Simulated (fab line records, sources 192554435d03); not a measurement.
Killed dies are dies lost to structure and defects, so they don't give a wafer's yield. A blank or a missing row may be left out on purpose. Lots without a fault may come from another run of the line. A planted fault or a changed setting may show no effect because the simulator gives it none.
One fault seen from 2 desks | flow n5_finfet | each desk has only its own numbers; what lay behind them comes last

THE TOOL OWNER'S DESK: epi_rpcvd-02
The tool's own readings at N5_SD_EPI_P_EPI_21 (deposits SiGe:B, time 355 s): means of the sampled wafers that have a number, for each lot that ran on this tool. A lot is out of limits, marked OUT, if its mean lies more than 4 standard deviations from the usual mean; the brackets give that distance.
Columns: A = lamp_inner_pct at N5_SD_EPI_P_EPI_21, usual 9.8 %; B = susceptor_temp_C at N5_SD_EPI_P_EPI_21, usual 550.02 C
lot  | first seen here | A    | B
L848 | day 3 10:08     | 9.9  | 549.91
L854 | day 4 20:41     | 10.0 | 549.89
L860 | day 6 08:09     | 9.9  | -
L862 | day 6 20:47     | 10.0 | -
L863 | day 7 02:13     | 10.0 | -
This desk's finding: nothing out of limits on any of the 5 lots.

THE METROLOGY DESK
What the gauges read, lot by lot, whatever tool the lot ran on: means of the sampled wafers that have a number. A lot is out of limits, marked OUT, if its mean lies more than 4 standard deviations from the usual mean; the brackets give that distance. Of its 15 readings 7 are shown: the one that was out of limits first, and those that lie furthest out on some lot.
Columns: A = cd_nm at N5_SD_EPI_P_CD_MEAS_09, usual 239.7 nm; B = thk_nm at N5_SD_EPI_P_EPI_MEAS_23, usual 60.9 nm; C = RS_SD_N at N5_SD_ACTIVATION_RS_MEAS_03, usual 21.97 ohm/sq; D = RS_SD_P at N5_SD_ACTIVATION_RS_MEAS_03, usual 56.2 ohm/sq; E = DIBL_N at N5_BEOL_M4_RC_MEAS_101, usual 36.0 mV/V; F = DIBL_P at N5_BEOL_M4_RC_MEAS_101, usual 36.7 mV/V; G = RS_SD_P at N5_BEOL_M4_RC_MEAS_101, usual 65.9 ohm/sq
lot  | first seen here | A     | B               | C     | D               | E    | F    | G
L848 | day 3 07:19     | 239.4 | 61.9            | 21.91 | 55.1            | 32.3 | 33.6 | 65.3
L853 | day 4 11:19     | 240.1 | 59.3            | 21.86 | 57.9            | 36.9 | 37.8 | 67.1
L854 | day 4 19:14     | 240.3 | 60.7            | 22.20 | 56.4            | 36.4 | 38.8 | 66.0
L860 | day 6 06:21     | 240.2 | 56.0            | 22.18 | 61.2 (+4.5) OUT | 34.6 | 31.8 | 71.6 (+4.4) OUT
L862 | day 6 18:58     | 239.1 | 57.2            | 22.03 | 59.8            | 37.3 | 36.2 | 69.9
L863 | day 7 00:39     | 239.0 | 55.0 (-4.2) OUT | 21.66 | 61.7 (+5.0) OUT | 36.1 | 37.1 | 72.5 (+5.1) OUT
L865 | day 7 13:05     | 240.1 | 62.5            | 22.04 | 55.1            | 36.5 | 38.0 | 64.9
L869 | day 8 14:06     | 240.9 | 60.3            | 21.44 | 55.8            | 36.7 | 37.9 | 65.6
L871 | day 9 01:20     | 238.9 | 62.8            | 21.99 | 54.4            | 36.0 | 37.0 | 63.4
This desk's finding: out of limits on L860, L863; first on L860, day 6 11:01 (RS_SD_P at N5_SD_ACTIVATION_RS_MEAS_03). In limits: L848, L853, L854, L862, L865, L869, L871.

PUT TOGETHER
The metrology desk could have raised an alarm at day 6 11:01, on L860, L863.
The tool owner's desk saw nothing out of limits.
The tool owner's desk has L860, L863 on record, within its limits.
Of the lots named, all ran N5_SD_EPI_P_EPI_21 on epi_rpcvd-02.

WHAT THE SIMULATOR HAD PUT IN
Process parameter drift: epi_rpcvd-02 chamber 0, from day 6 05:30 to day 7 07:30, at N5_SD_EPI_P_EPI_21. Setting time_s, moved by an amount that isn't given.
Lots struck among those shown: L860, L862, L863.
Hours from the fault's start to each desk's first reading out of limits: the metrology desk, 6.
